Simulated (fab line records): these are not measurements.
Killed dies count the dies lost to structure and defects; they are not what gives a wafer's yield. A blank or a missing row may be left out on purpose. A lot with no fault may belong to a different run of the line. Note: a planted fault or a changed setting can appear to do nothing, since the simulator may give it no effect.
Which tool was responsible? :: flow nandHarc :: 24 lots, 72 wafers sampled, at 2 steps of a route of 1302

== WHAT THE GAUGES SHOWED, per wafer ==
NHARC_P_GATE_CD_MEAS_26: the cd target is 120 nm. Usual: 120.0 nm for cdNm, sd 0.65.
lot: L074
measured: day 4 23:19
on: cdSem-03
cdNm (nm): 119.6 119.2 120.2
flag: 

lot: L075
measured: day 5 15:20
on: cdSem-01
cdNm (nm): 118.7 118.9 119.0
flag: 

lot: L076
measured: day 5 18:19
on: cdSem-03
cdNm (nm): 120.5 120.1 120.4
flag: 

lot: L077
measured: day 6 10:16
on: cdSem-01
cdNm (nm): 119.7 120.4 119.6
flag: 

lot: L078
measured: day 6 15:33
on: cdSem-01
cdNm (nm): 119.4 120.1 120.2
flag: 

lot: L079
measured: day 7 08:16
on: cdSem-02
cdNm (nm): 120.9 120.5 120.5
flag: 

lot: L080
measured: day 7 10:23
on: cdSem-03
cdNm (nm): 119.5 120.1 119.9
flag: 

lot: L081
measured: day 8 01:26
on: cdSem-01
cdNm (nm): 120.9 120.4 120.4
flag: 

lot: L082
measured: day 8 08:05
on: cdSem-02
cdNm (nm): 118.8 120.0 118.7
flag: 

lot: L083
measured: day 8 23:14
on: cdSem-03
cdNm (nm): 119.1 119.8 119.7
flag: 

lot: L084
measured: day 9 09:28
on: cdSem-01
cdNm (nm): 119.1 119.0 120.2
flag: 

lot: L085
measured: day 9 17:26
on: cdSem-01
cdNm (nm): 120.2 120.5 120.5
flag: 

lot: L086
measured: day 9 23:09
on: cdSem-01
cdNm (nm): 119.7 119.1 120.1
flag: 

lot: L087
measured: day 10 10:58
on: cdSem-02
cdNm (nm): 120.5 119.7 120.2
flag: 

lot: L088
measured: day 11 04:49
on: cdSem-03
cdNm (nm): 120.2 120.8 121.1
flag: 

lot: L089
measured: day 11 05:35
on: cdSem-03
cdNm (nm): 121.4 120.5 121.7
flag: 

lot: L090
measured: day 11 20:29
on: cdSem-02
cdNm (nm): 119.8 119.5 120.2
flag: 

lot: L091
measured: day 12 14:25
on: cdSem-01
cdNm (nm): 120.6 119.5 120.9
flag: 

lot: L092
measured: day 12 21:58
on: cdSem-02
cdNm (nm): 120.3 120.1 120.7
flag: 

lot: L093
measured: day 13 03:41
on: cdSem-01
cdNm (nm): 120.0 120.4 120.3
flag: 

lot: L094
measured: day 13 03:27
on: cdSem-01
cdNm (nm): 119.6 119.3 119.7
flag: 

lot: L095
measured: day 13 15:25
on: cdSem-03
cdNm (nm): 120.6 120.3 120.8
flag: 

lot: L097
measured: day 14 07:48
on: cdSem-01
cdNm (nm): 120.3 119.5 119.1
flag: 

lot: L096
measured: day 14 07:58
on: cdSem-02
cdNm (nm): 119.3 119.9 120.6
flag: 

== EACH LOT AND THE TOOL THAT RAN IT (in order: tool; ch and the chambers of the sampled wafers; start) ==
lot: L074
NHARC_P_GATE_HM_DEP_102: aclDep-01 ch 0, day 4 22:10

lot: L075
NHARC_P_GATE_HM_DEP_102: aclDep-02 ch 0, day 5 14:00

lot: L076
NHARC_P_GATE_HM_DEP_102: aclDep-03 ch 0, day 5 17:00

lot: L077
NHARC_P_GATE_HM_DEP_102: aclDep-01 ch 0, day 6 08:54

lot: L078
NHARC_P_GATE_HM_DEP_102: aclDep-02 ch 0, day 6 14:25

lot: L079
NHARC_P_GATE_HM_DEP_102: aclDep-01 ch 0, day 7 07:14

lot: L080
NHARC_P_GATE_HM_DEP_102: aclDep-02 ch 0, day 7 09:14

lot: L081
NHARC_P_GATE_HM_DEP_102: aclDep-03 ch 0, day 7 23:37

lot: L082
NHARC_P_GATE_HM_DEP_102: aclDep-03 ch 0, day 8 06:45

lot: L083
NHARC_P_GATE_HM_DEP_102: aclDep-02 ch 0, day 8 21:38

lot: L084
NHARC_P_GATE_HM_DEP_102: aclDep-02 ch 0, day 9 08:07

lot: L085
NHARC_P_GATE_HM_DEP_102: aclDep-01 ch 0, day 9 16:11

lot: L086
NHARC_P_GATE_HM_DEP_102: aclDep-02 ch 0, day 9 21:48

lot: L087
NHARC_P_GATE_HM_DEP_102: aclDep-02 ch 0, day 10 09:49

lot: L088
NHARC_P_GATE_HM_DEP_102: aclDep-01 ch 0, day 11 03:55

lot: L089
NHARC_P_GATE_HM_DEP_102: aclDep-01 ch 0, day 11 04:14

lot: L090
NHARC_P_GATE_HM_DEP_102: aclDep-01 ch 0, day 11 19:29

lot: L091
NHARC_P_GATE_HM_DEP_102: aclDep-02 ch 0, day 12 13:12

lot: L092
NHARC_P_GATE_HM_DEP_102: aclDep-01 ch 0, day 12 20:45

lot: L093
NHARC_P_GATE_HM_DEP_102: aclDep-01 ch 0, day 13 02:20

lot: L094
NHARC_P_GATE_HM_DEP_102: aclDep-03 ch 0, day 13 02:26

lot: L095
NHARC_P_GATE_HM_DEP_102: aclDep-02 ch 0, day 13 14:17

lot: L097
NHARC_P_GATE_HM_DEP_102: aclDep-01 ch 0, day 14 06:22

lot: L096
NHARC_P_GATE_HM_DEP_102: aclDep-02 ch 0, day 14 06:22
- NHARC_P_GATE_HM_DEP_102: deposits aC, target thk 120 nm.

== WHAT THE TOOLS THEMSELVES READ (means of the sampled wafers that have a number; where no wafer has one, the mark that the record gives instead) ==
NHARC_P_GATE_HM_DEP_102. Usual: 35.000 % for throttleValvePct, sd 0.0087.
lot: L074
tool: aclDep-01
throttleValvePct (%): 34.993
flag: 

lot: L075
tool: aclDep-02
throttleValvePct (%): 34.995
flag: 

lot: L076
tool: aclDep-03
throttleValvePct (%): 34.994
flag: 

lot: L077
tool: aclDep-01
throttleValvePct (%): 35.001
flag: 

lot: L078
tool: aclDep-02
throttleValvePct (%): 35.003
flag: 

lot: L079
tool: aclDep-01
throttleValvePct (%): 35.001
flag: 

lot: L080
tool: aclDep-02
throttleValvePct (%): 34.998
flag: 

lot: L081
tool: aclDep-03
throttleValvePct (%): 35.007
flag: 

lot: L082
tool: aclDep-03
throttleValvePct (%): 35.005
flag: 

lot: L083
tool: aclDep-02
throttleValvePct (%): 35.010
flag: 

lot: L084
tool: aclDep-02
throttleValvePct (%): 35.007
flag: 

lot: L085
tool: aclDep-01
throttleValvePct (%): 35.000
flag: 

lot: L086
tool: aclDep-02
throttleValvePct (%): 35.004
flag: 

lot: L087
tool: aclDep-02
throttleValvePct (%): 34.999
flag: 

lot: L088
tool: aclDep-01
throttleValvePct (%): 34.994
flag: 

lot: L089
tool: aclDep-01
throttleValvePct (%): 35.007
flag: 

lot: L090
tool: aclDep-01
throttleValvePct (%): 34.998
flag: 

lot: L091
tool: aclDep-02
throttleValvePct (%): 35.003
flag: 

lot: L092
tool: aclDep-01
throttleValvePct (%): 35.004
flag: 

lot: L093
tool: aclDep-01
throttleValvePct (%): 35.004
flag: 

lot: L094
tool: aclDep-03
throttleValvePct (%): 34.995
flag: 

lot: L095
tool: aclDep-02
throttleValvePct (%): 34.997
flag: 

lot: L097
tool: aclDep-01
throttleValvePct (%): 34.996
flag: 

lot: L096
tool: aclDep-02
throttleValvePct (%): 35.005
flag: 

== THE ANSWER, worked out from the rows above alone ==
Rule: a lot counts as off when the mean over its wafers that have a number is more than 3 standard deviations away from the usual mean. Also off: a lot with no number at a reading for which 4 or more lots have one. All remaining lots with rows at the step are treated as sound. The gauges are gone through in route order, then the tools' own readings, and for those a lot's mean is taken as printed above. The first step at which some lot is off is used, and at that step the reading that is off furthest; a lot without a number counts as furthest.
No lot is off at any reading shown: from this, nothing can be told.

== WHAT THE SIMULATOR HAD INSERTED ==
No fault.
